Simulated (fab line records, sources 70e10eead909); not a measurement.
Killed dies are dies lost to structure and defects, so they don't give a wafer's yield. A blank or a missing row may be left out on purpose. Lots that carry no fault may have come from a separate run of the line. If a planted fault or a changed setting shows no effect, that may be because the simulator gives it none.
Which tool did it? | flow nand_harc | 6 lots with 18 wafers sampled at 5 steps, on a route of 1302 steps

## WHAT EACH GAUGE READ, for each wafer
NHARC_END_SORT_01.
lot  | measured     | on        | killed_at_array
L330 | day 31 00:41 | prober-01 | 670 675 675

## TOOL THAT RAN EACH LOT (tool first, then ch and the chambers of the sampled wafers, then the start)
lot  | NHARC_A_STAIRCASE_STRIP_205          | NHARC_A_STAIRCASE_DESCUM_219       | NHARC_A_STAIRCASE_ETCH_227         | NHARC_A_STAIRCASE_TRIM_231
L320 | plasma_asher-01 ch 0,1, day 18 07:59 | rie_diel-11 ch 0,1,2, day 18 09:25 | rie_diel-11 ch 0,2,3, day 18 10:21 | rie_diel-08 ch 0,1,3, no start
L324 | plasma_asher-02 ch 0,1, day 20 05:04 | rie_diel-11 ch 2,3, day 20 06:31   | rie_diel-11 ch 1,2, day 20 07:33   | rie_diel-08 ch 1,2,3, no start
L325 | plasma_asher-02 ch 0,1, day 20 12:01 | rie_diel-08 ch 1,3, day 20 13:34   | rie_diel-08 ch 2,3, day 20 14:39   | rie_diel-08 ch 1,2,3, no start
L330 | plasma_asher-02 ch 0,1, day 22 13:10 | rie_diel-08 ch 0,1,2, day 22 14:37 | rie_diel-08 ch 0,1,3, day 22 15:42 | rie_diel-08 ch 0,1,3, day 31 00:41 or earlier
L336 | plasma_asher-02 ch 0,1, day 24 07:35 | rie_diel-13 ch 1,2,3, day 24 09:06 | rie_diel-13 ch 0,1,2, day 24 10:02 | rie_diel-13 ch 0,1,3, no start
L338 | plasma_asher-01 ch 0,1, day 25 14:35 | rie_diel-13 ch 0,1,3, day 25 16:01 | rie_diel-13 ch 0,2,3, day 25 17:02 | rie_diel-08 ch 0,2,3, no start
- NHARC_A_STAIRCASE_STRIP_205: strips in O2.
- NHARC_A_STAIRCASE_DESCUM_219: chemistry O2, time 3 s.
- NHARC_A_STAIRCASE_ETCH_227: etches the open film in C4F8/O2, target depth 100 nm, time 40.5 s.
- NHARC_A_STAIRCASE_TRIM_231: chemistry O2, time 211.2 s.

## THE ANSWER, worked out from the rows above alone
Rule: usual is defined by the lots themselves. The widest of any qualifying gaps counts: lots, ordered by their means at a reading, are off when they make up no more than a third of the lots, leave a main group of 4 or more, and stand apart from it by 3 or more times the standard deviation of that group's means. Not used: any main group whose means are identical at the precision the tables above print for the reading. A lot without any number at a reading at which 4 lots or more have one is off too. Where the step has rows for the other lots, those lots are counted as sound.
No lot is off on any of the readings shown, so nothing can be concluded from this.

## WHAT THE SIMULATOR HAD PUT IN
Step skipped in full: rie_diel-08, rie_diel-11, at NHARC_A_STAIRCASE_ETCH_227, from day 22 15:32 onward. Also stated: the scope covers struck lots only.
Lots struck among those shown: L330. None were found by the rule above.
